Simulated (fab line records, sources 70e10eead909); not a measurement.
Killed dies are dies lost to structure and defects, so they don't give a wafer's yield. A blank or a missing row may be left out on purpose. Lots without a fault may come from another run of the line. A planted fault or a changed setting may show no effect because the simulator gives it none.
Which tool did it? | flow nand_harc | 11 lots, 33 wafers sampled, at 5 steps of a route of 1159

WHAT THE GAUGES READ, wafer by wafer
NHARC_END_SORT_01. Usual: defect_limited_yield 95.3 %, standard deviation 1.7; killed_at_array 28, standard deviation 12; killed_at_other 0.8, standard deviation 1.1; killed_at_periphery 3.6, standard deviation 2.3; killed_dies 32, standard deviation 12; killed_open 3.4, standard deviation 1.9; killed_short 2.0, standard deviation 1.3; sort_bin_2_pct 1.4 %, standard deviation 0.61; sort_bin_3_pct 0.26 %, standard deviation 0.22; sort_bin_4_pct 3.0 %, standard deviation 1.2; sort_n_pass 645, standard deviation 12; sort_rim_yield_pct 95.8 %, standard deviation 2.9; sort_yield_pct 95.3 %, standard deviation 1.7.
lot  | measured     | on        | defect_limited_yield (%) | killed_at_array | killed_at_other | killed_at_periphery | killed_dies | killed_open | killed_short | sort_bin_2_pct (%) | sort_bin_3_pct (%) | sort_bin_4_pct (%) | sort_n_pass | sort_rim_yield_pct (%) | sort_yield_pct (%) | flag
L676 | day 20 09:02 | prober-02 | 98.1 97.5 97.5           | 9 13 13         | 0 0 1           | 4 4 3               | 13 17 17    | 5 5 5       | 1 0 3        | 0.9 1.2 0.3        | 0 0.15 0.30        | 1.0 1.2 1.9        | 664 660 660 | 97.2 100.0 100.0       | 98.1 97.5 97.5     |

WHICH TOOL RAN EACH LOT (tool, then ch and the chambers of the sampled wafers, then the start)
lot  | NHARC_A_M0_ETCH_34                 | NHARC_A_M0_PRE_CLEAN_29                 | NHARC_A_M0_PVD_20            | NHARC_A_M0_PRE_CLEAN_31
L672 | rie_diel-08 ch 0,1,3, day 17 03:01 | pvd_sputter-01, day 17 04:00 or earlier | pvd_sputter-01, day 17 04:00 | pecvd-04 ch 0,1,2, day 17 05:32
L673 | rie_diel-08 ch 1,2,3, day 17 18:29 | pvd_sputter-03, day 17 19:26 or earlier | pvd_sputter-03, day 17 19:26 | pecvd-02 ch 1,2, day 17 20:57
L674 | rie_diel-08 ch 0,1,2, day 17 18:56 | pvd_sputter-01, day 17 19:52 or earlier | pvd_sputter-01, day 17 19:52 | pecvd-03 ch 0,1,2, day 17 21:24
L675 | rie_diel-04 ch 0,1,2, day 18 00:10 | pvd_sputter-01, day 18 01:08 or earlier | pvd_sputter-01, day 18 01:08 | pecvd-03 ch 0,1,2, day 18 02:39
L677 | rie_diel-05 ch 2,3, day 18 04:56   | pvd_sputter-02, day 18 05:52 or earlier | pvd_sputter-02, day 18 05:52 | pecvd-03 ch 0,1, day 18 07:30
L676 | rie_diel-08 ch 1,2,3, day 18 09:20 | pvd_sputter-03, day 18 10:17 or earlier | pvd_sputter-03, day 18 10:17 | pecvd-03 ch 0,2, day 18 12:00
L683 | rie_diel-05 ch 0,2,3, day 20 11:43 | pvd_sputter-01, day 20 12:41 or earlier | pvd_sputter-01, day 20 12:41 | pecvd-03 ch 0,1,2, day 20 14:24
L692 | rie_diel-04 ch 0,2,3, day 22 18:39 | pvd_sputter-03, day 22 19:39 or earlier | pvd_sputter-03, day 22 19:39 | pecvd-03 ch 1,2, day 22 21:10
L693 | rie_diel-05 ch 0,1,2, day 22 23:35 | pvd_sputter-03, day 23 00:34 or earlier | pvd_sputter-03, day 23 00:34 | pecvd-02 ch 0,1,2, day 23 02:10
L694 | rie_diel-08 ch 0,2, day 23 09:04   | pvd_sputter-03, day 23 10:04 or earlier | pvd_sputter-03, day 23 10:04 | pecvd-04 ch 1,2, day 23 11:34
L695 | rie_diel-08 ch 0,2, day 23 13:31   | pvd_sputter-03, day 23 14:29 or earlier | pvd_sputter-03, day 23 14:29 | pecvd-03 ch 0,2, day 23 16:01
- NHARC_A_M0_ETCH_34: etches the open film in N2/H2, target depth 40 nm, overetch 12 nm, time 43.94 s.
- NHARC_A_M0_PRE_CLEAN_29: time 30 s.
- NHARC_A_M0_PVD_20: deposits TaN, target thk 5 nm, time 8.06 s.
- NHARC_A_M0_PRE_CLEAN_31: time 12 s.

WHAT THE TOOLS THEMSELVES READ (means of the sampled wafers that have a number; where no wafer has one, the mark that the record gives instead)
NHARC_A_M0_ETCH_34. Usual: drypump_motor_current_A 5.8 A, standard deviation 0.32; h2_flow_sccm 149.9 sccm, standard deviation 0.42; oes_product_au 1.000 a.u., standard deviation 0.0064; rf_vpp_V 430.4 V, standard deviation 2.1; showerhead_plenum_p_Torr 2.04 Torr, standard deviation 0.072; throttle_valve_pct 14.171 %, standard deviation 0.0091.
lot  | tool        | drypump_motor_current_A (A) | h2_flow_sccm (sccm) | oes_product_au (a.u.) | rf_vpp_V (V) | showerhead_plenum_p_Torr (Torr) | throttle_valve_pct (%) | flag
L672 | rie_diel-08 | 5.8                         | 150.0               | 1.000                 | 428.3        | 2.00                            | 14.171                 |
L673 | rie_diel-08 | 5.8                         | 149.6               | 1.000                 | 430.5        | 2.06                            | 14.182                 |
L674 | rie_diel-08 | 5.8                         | 149.8               | 0.998                 | 431.6        | 2.08                            | 14.163                 |
L675 | rie_diel-04 | 5.9                         | 149.5               | 0.997                 | 431.4        | 2.06                            | 14.168                 |
L677 | rie_diel-05 | 5.6                         | 149.8               | 1.002                 | 428.9        | 1.98                            | 14.178                 |
L676 | rie_diel-08 | 5.8                         | 150.1               | 1.000                 | 431.1        | 2.06                            | 14.175                 |
L683 | rie_diel-05 | 5.9                         | 149.6               | 1.002                 | 430.3        | 2.03                            | 14.175                 |
L692 | rie_diel-04 | 5.9                         | 150.1               | 1.000                 | 430.6        | 2.05                            | 14.173                 |
L693 | rie_diel-05 | 5.7                         | 150.1               | 0.994                 | 429.8        | 2.00                            | 14.173                 |
L694 | rie_diel-08 | 5.8                         | 149.8               | 0.996                 | 433.1        | 2.13                            | 14.162                 |
L695 | rie_diel-08 | 5.8                         | 150.0               | 0.999                 | 432.5        | 2.13                            | 14.170                 |

NHARC_A_M0_PRE_CLEAN_29. Usual: heater_power_w 411 W, standard deviation 45.
lot  | tool           | heater_power_w (W) | flag
L672 | pvd_sputter-01 | 420                |
L673 | pvd_sputter-03 | 389                |
L674 | pvd_sputter-01 | 395                |
L675 | pvd_sputter-01 | 382                |
L677 | pvd_sputter-02 | 371                |
L676 | pvd_sputter-03 | 445                |
L683 | pvd_sputter-01 | 421                |
L692 | pvd_sputter-03 | 413                |
L693 | pvd_sputter-03 | 409                |
L694 | pvd_sputter-03 | 416                |
L695 | pvd_sputter-03 | 462                |

NHARC_A_M0_PVD_20. Usual: throttle_valve_pct 29.6 %, standard deviation 0.96.
lot  | tool           | throttle_valve_pct (%) | flag
L672 | pvd_sputter-01 | 29.6                   |
L673 | pvd_sputter-03 | 29.8                   |
L674 | pvd_sputter-01 | 29.4                   |
L675 | pvd_sputter-01 | 30.2                   |
L677 | pvd_sputter-02 | 29.8                   |
L676 | pvd_sputter-03 | 29.4                   |
L683 | pvd_sputter-01 | 29.5                   |
L692 | pvd_sputter-03 | 29.1                   |
L693 | pvd_sputter-03 | 28.8                   |
L694 | pvd_sputter-03 | 28.6                   |
L695 | pvd_sputter-03 | 28.8                   |

NHARC_A_M0_PRE_CLEAN_31. Usual: heater_power_w 636 W, standard deviation 98.
lot  | tool     | heater_power_w (W) | flag
L672 | pecvd-04 | 717                |
L673 | pecvd-02 | 563                |
L674 | pecvd-03 | 648                |
L675 | pecvd-03 | 669                |
L677 | pecvd-03 | 688                |
L676 | pecvd-03 | 599                |
L683 | pecvd-03 | 692                |
L692 | pecvd-03 | 669                |
L693 | pecvd-02 | 593                |
L694 | pecvd-04 | 606                |
L695 | pecvd-03 | 635                |

THE ANSWER, worked out from the rows above alone
Rule: a lot is off if the mean of its wafers that have a number lies more than 3 standard deviations from the usual mean. A lot without any number at a reading at which 4 lots or more have one is off too. The other lots that the step has rows for count as sound. The gauges are gone through in route order, then the tools' own readings, and for those a lot's mean is taken as printed above. The first step at which some lot is off is used, and at that step the reading that is off furthest; a lot without a number counts as furthest.
No lot is off at any reading shown: from this, nothing can be told.

WHAT THE SIMULATOR HAD PUT IN
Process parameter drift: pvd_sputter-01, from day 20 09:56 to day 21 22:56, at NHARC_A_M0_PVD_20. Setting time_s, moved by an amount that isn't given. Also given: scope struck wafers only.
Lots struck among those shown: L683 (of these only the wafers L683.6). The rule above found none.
